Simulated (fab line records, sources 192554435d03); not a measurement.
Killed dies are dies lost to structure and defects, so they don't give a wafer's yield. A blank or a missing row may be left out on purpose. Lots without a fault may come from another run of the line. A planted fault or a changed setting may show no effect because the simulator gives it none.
A struck lot beside a sound one | flow n5_finfet | 36 steps out of a route of 1938
Sound: wafers L210.1, L210.4, L210.5. Struck: wafers L217.4, L217.5, L217.6. The cause comes at the end.
At each step with rows: each side's tool, then ch and its chambers, then its first start. Under that, the readings that differ: sound wafers | struck wafers | difference of the means | sigmas: that difference in standard deviations of wafers without a fault.
alike: readings whose means differ by less than 2 such deviations, and words and numbers that are the same on both sides. not compared: withheld readings, readings that some wafer has no value for, bounds like >300 that may hide the same value, and numbers for which the record gives no deviation and whose values overlap.
The two part at a step that has a row with sigmas, a row that says differs or no value, or rows on one side only. Numbers that don't overlap but have no deviation are shown without sigmas and don't part them. A reading that every wafer of one side lacks parts them only if that side has two wafers or more.

first, 8 steps without rows for these wafers: N5_BEOL_M10_SPUTTER_48 (material Cu, target thk 12 nm, time 2 s); N5_BEOL_M10_ECD_50 (material Cu, target thk 318 nm); N5_BEOL_M10_ANNEAL_51 (time 90 s); N5_BEOL_M10_CMP_52 (polishes, stops on SiCOH lowk, t overpolish 7 s, target thk 140 nm); N5_BEOL_M10_PRE_CLEAN_55 (time 15 s); N5_BEOL_M10_DEP_56 (deposits SiCN from 3MS/NH3, target thk 15 nm, time 26.5 s); N5_BEOL_M11_ILD_DEP_00 (deposits SiCOH lowk from DEMS/porogen, target thk 308.51 nm, time 58 s); N5_BEOL_M11_CURE_71 (cures SiCOH lowk, time 240 s).
N5_BEOL_M11_PECVD_70: deposits SiO2 from TEOS/O2, target thk 20 nm, time 22.7 s.
  sound on pecvd-04 ch 0,2, day 12 05:28; struck on pecvd-04 ch 0,1,2, day 13 14:17
  reading                                     | sound                | struck               | difference | sigmas
  susceptor_temp_C (C)                        | 400.03 400.16 399.79 | 385.37 385.69 385.58 | -14.45     | -69
  model.SiO2_of_BEOL_M11_PECVD_70.thk_nm (nm) | 19.6 20 19.8         | 21.6 22.2 21.4       | +1.9       |
  alike: chamber_pressure_Torr, heater_power_w, showerhead_plenum_p_Torr, throttle_valve_pct
then, 24 steps without rows for these wafers: N5_BEOL_M11_HM_DEP_02 (deposits TiN, target thk 20 nm); N5_BEOL_M11_COAT_59 (time 60 s, resist thk 100 nm); N5_BEOL_M11_COAT_60 (time 60 s, resist thk 30 nm); N5_BEOL_M11_COAT_05 (resist thk 90 nm); N5_BEOL_M11_EBR_07; N5_BEOL_M11_SOFTBAKE_06 (time 60 s); N5_BEOL_M11_EXPOSE_08 (exposes mask M11); N5_BEOL_M11_PEB_09 (peb time 60 s); N5_BEOL_M11_DEVELOP_10 (develop time 30 s); N5_BEOL_M11_DESCUM_16 (chemistry O2, time 7.9 s); N5_BEOL_M11_ETCH_61 (etches SiARC in CF4, target depth 39 nm, time 65 s); N5_BEOL_M11_ETCH_62 (etches SOC in N2/H2, target depth 110 nm, overetch 22 nm, time 165 s); N5_BEOL_M11_STRIP_68 (strips in N2/H2); N5_BEOL_M11_STRIP_67 (strips in CF4); N5_BEOL_M11_HM_OPEN_17 (chemistry Cl2/BCl3, target TiN, target depth 20 nm, overetch 6 nm); N5_BEOL_M11_STRIP_19 (strips in O2); N5_BEOL_M11_COAT_63 (time 60 s, resist thk 100 nm); N5_BEOL_M11_COAT_64 (time 60 s, resist thk 30 nm); N5_BEOL_M11_COAT_22 (resist thk 90 nm); N5_BEOL_M11_EBR_24; N5_BEOL_M11_SOFTBAKE_23 (time 60 s); N5_BEOL_M11_EXPOSE_25 (exposes mask V10); N5_BEOL_M11_PEB_26 (peb time 60 s); N5_BEOL_M11_DEVELOP_27 (develop time 30 s).
N5_BEOL_M11_HM_STRIP_39: strips TiN in peroxide tin strip, target depth 25 nm, time 158 s.
  sound on wet_bench-05 ch 0,3,5, day 12 08:55; struck on wet_bench-01 ch 0,1,7, day 13 17:46
  reading                                     | sound          | struck       | difference | sigmas
  model.SiO2_of_BEOL_M11_PECVD_70.thk_nm (nm) | 19.4 19.8 19.6 | 21.4 22 21.4 | +2.0       |
  alike: bath_heat_duty_pct
N5_BEOL_M11_CMP_52: polishes, stops on SiCOH lowk, t overpolish 7 s, target thk 140 nm.
  sound on cmp-02 ch 1,2, day 12 11:28; struck on cmp-02 ch 1,2, day 13 19:54
  reading                      | sound          | struck         | difference | sigmas
  barrier_field_endpoint_s (s) | 27.4 29.2 27.4 | 30.1 32.8 30.4 | +3.1       | +4
  alike: clearing_platen_rpm, motor_current_A
N5_PASSIVATION_PROBE_49:
  the record has rows for the sound wafers here (prober-01, day 14 07:09) and none for the struck ones

WHERE THEY PART
First at N5_BEOL_M11_PECVD_70; last, within this record, at N5_PASSIVATION_PROBE_49.

WHY: what the simulator had put in
Process parameter drift: pecvd-04, from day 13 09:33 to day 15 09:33, at N5_BEOL_M11_PECVD_70. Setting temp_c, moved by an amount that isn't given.
